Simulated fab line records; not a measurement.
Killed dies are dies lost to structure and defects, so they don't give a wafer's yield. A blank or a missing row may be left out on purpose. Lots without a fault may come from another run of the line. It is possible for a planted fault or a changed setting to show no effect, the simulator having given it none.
One fault through the eyes of 3 desks	flow n5 finfet	each desk has only its own numbers; what lay behind them comes last

== THE DEFECT DESK ==
Inspection counts along the route, by lot: the mean over sampled wafers that carry a number. Any lot whose mean is over 4 standard deviations away from the usual mean is out of limits and marked OUT; that distance is given in the brackets.
Columns: A = raw defect count at N5_BEOL_M11_INSPECT_58, usual 72
lot	first seen here	A
L673	day 11 00:43	61
L675	day 11 13:36	64
L674	day 11 19:03	47
L685	day 13 22:28	63
L681	day 14 00:48	87
L687	day 14 01:13	86
L686	day 14 12:59	84
L688	day 14 14:03	100
L692	day 16 08:13	50
L696	day 16 16:20	58
L693	day 17 02:17	56
L695	day 17 02:35	81
L694	day 17 20:37	81
Result from this desk: across the 13 lots, nothing is out of limits.

== AT THE METROLOGY DESK ==
What the gauges read, lot by lot, whatever tool the lot ran on: means of the sampled wafers that have a number. Any lot whose mean is over 4 standard deviations away from the usual mean is out of limits and marked OUT; that distance is given in the brackets.
Columns: A = cd nm at N5_BEOL_M12_CD_MEAS_28, usual 160.2 nm
lot	first seen here	A
L673	day 11 02:14	161.4
L675	day 11 14:59	159.4
L674	day 11 20:42	159.1
L685	day 14 00:06	157.8
L681	day 14 02:10	162.4
L687	day 14 02:35	159.8
L686	day 14 14:55	158.8
L688	day 14 15:33	163.4
L692	day 16 09:52	162.0
L696	day 16 17:50	160.4
L693	day 17 03:42	161.8
L695	day 17 04:07	159.1
L694	day 17 22:16	159.3
Result from this desk: across the 13 lots, nothing is out of limits.

== THE TOOL OWNER'S DESK: litho track-02 ==
The tool's own readings at N5_BEOL_M12_COAT_66 (time 60 s, resist thk 110 nm): means of the sampled wafers that have a number, for each lot that ran on this tool. Any lot whose mean is over 4 standard deviations away from the usual mean is out of limits and marked OUT; that distance is given in the brackets.
Columns: A = heater power total W at N5_BEOL_M12_COAT_66, usual 427.8 W; B = plate temp C at N5_BEOL_M12_COAT_66, usual 220.00 C
lot	first seen here	A	B
L673	day 11 01:57	428.5	219.90
L685	day 13 23:41	415.7 (-5.8) OUT	215.53 (-25) OUT
L681	day 14 01:53	419.1 (-4.1) OUT	215.68 (-24) OUT
L686	day 14 14:37	417.5 (-4.9) OUT	215.66 (-24) OUT
L694	day 17 21:51	428.7	220.14
This desk finds L681, L685, L686 out of limits, L685 being first, at day 13 23:41 (heater power total W at N5_BEOL_M12_COAT_66). L673, L694: within limits.

== ALL TOGETHER ==
An alarm could have come from the tool owner's desk at day 13 23:41, on L681, L685, L686.
The defect desk saw nothing out of limits.
At the metrology desk, nothing out of limits was observed.
The defect desk has L681, L685, L686 on record, within its limits.
The metrology desk holds a record of L681, L685, L686, inside its limits.
All the named lots went through N5_BEOL_M12_COAT_66 on litho track-02.

== WHAT WAS PUT IN BY THE SIMULATOR ==
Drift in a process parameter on litho track-02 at N5_BEOL_M12_COAT_66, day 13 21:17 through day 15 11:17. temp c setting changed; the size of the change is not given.
Lots struck among those shown: L681, L685, L686.
Hours from the fault's start to each desk's first reading out of limits: the tool owner's desk, 2.
